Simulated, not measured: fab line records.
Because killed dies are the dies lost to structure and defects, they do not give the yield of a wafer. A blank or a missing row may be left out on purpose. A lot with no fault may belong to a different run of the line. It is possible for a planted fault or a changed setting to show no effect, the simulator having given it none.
8D (eight disciplines) problem report, filled in by code / flow nand-harc / the parts of the form that need people (team, actions taken, sign-off) are left out

## 1. WHAT IS WRONG
rf-fwd-power-W at NHARC_P_GATE_ETCH_104 reads a mean of 292.8 W on 2 wafers of 2 lots; wafers without a fault read 492.6 W with a standard deviation of 2.6. That puts it -77 standard deviations away from the usual mean.
The step: etches the open film in CF4/CHF3, target depth 60 nm.
The first sign was on wafer L964.6 at day 8 15:25, on rie-diel-01. Wafers with a number at this step in the record: 18, from 6 lots. Rule for "out", or "out of limits": more than 4 standard deviations from the usual mean. The other wafers with a number count as sound.

## 2. WHAT IT IS; WHAT IT IS NOT
question=which readings at this step | is=rf-fwd-power-W, oes-product-au | is not=drypump-motor-current-A, rf-vpp-V, showerhead-plenum-p-Torr, throttle-valve-pct
question=which lots | is=L964, L965 | is not=L958, L974, L975, L977
question=which wafers of those lots | is=L964.6, L965.3 | is not=L964.1, L964.4, L965.5, L965.6
question=read on which tools | is=rie-diel-01 | is not=rie-diel-07, rie-diel-13
question=when | is=from day 8 15:25 | is not=up to then (5 sound wafers); but 11 sound wafers of L965, L974, L975, L977 came after

## 3. THE SUSPECTS, EACH WITH WHAT RULES IT OUT
Counting: a tool at a process step up to the reading stays a suspect if it ran every lot that is out. Sound lots after the first of them don't rule it out here, since some wafers of a struck lot are sound.
- rie-diel-01 at NHARC_P_GATE_DESCUM_31 (chemistry O2, time 3 s): kept. Ran every lot that is out, first one L964 (day 8 15:19); last sound lot up to then L958 (day 5 22:22).
- rie-diel-01 at NHARC_P_GATE_ETCH_104 (etches the open film in CF4/CHF3, target depth 60 nm): kept. Ran every lot that is out, first one L964 (day 8 15:25); last sound lot up to then L958 (day 5 22:28). On those wafers its own readings are out: oes-product-au, rf-fwd-power-W.
- Within rie-diel-01 at NHARC_P_GATE_ETCH_104: the wafers that are out ran in chamber 2; their sound lot-mates ran in chambers 0, 1.
Remaining after the count are rie-diel-01 at NHARC_P_GATE_DESCUM_31 and rie-diel-01 at NHARC_P_GATE_ETCH_104.

## 4. THE CAUSE (what the simulator had put in)
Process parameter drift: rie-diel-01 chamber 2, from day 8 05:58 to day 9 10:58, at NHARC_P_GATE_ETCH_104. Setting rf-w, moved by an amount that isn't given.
This tool is one of the 2 suspects left after counting.

## 5. SEQUENCE OF EFFECTS, ordered by route
One row per reading whose mean, taken over the struck wafers that have a number, lies over 3 standard deviations from the usual. Scope: only readings with a usual standard deviation given in the record; hours: median across lots of the time from each lot's start at the first step in this table that gives one to its start at this step; sigmas: change in usual standard deviations.
hours=0; step=NHARC_P_GATE_ETCH_104; reading=oes-product-au; usual=0.949 a.u.; on struck wafers=0.718; change=-0.231; sigmas=-12
hours=0; step=NHARC_P_GATE_ETCH_104; reading=rf-fwd-power-W; usual=492.6 W; on struck wafers=292.8; change=-199.9; sigmas=-77
Here are the process steps it includes:
- NHARC_P_GATE_ETCH_104: etches the open film in CF4/CHF3, target depth 60 nm.

## 6. WHAT WOULD HAVE CAUGHT IT SOONER
In this record the first reading out of limits was taken at day 8 15:25, 9 hours after the fault began at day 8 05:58.
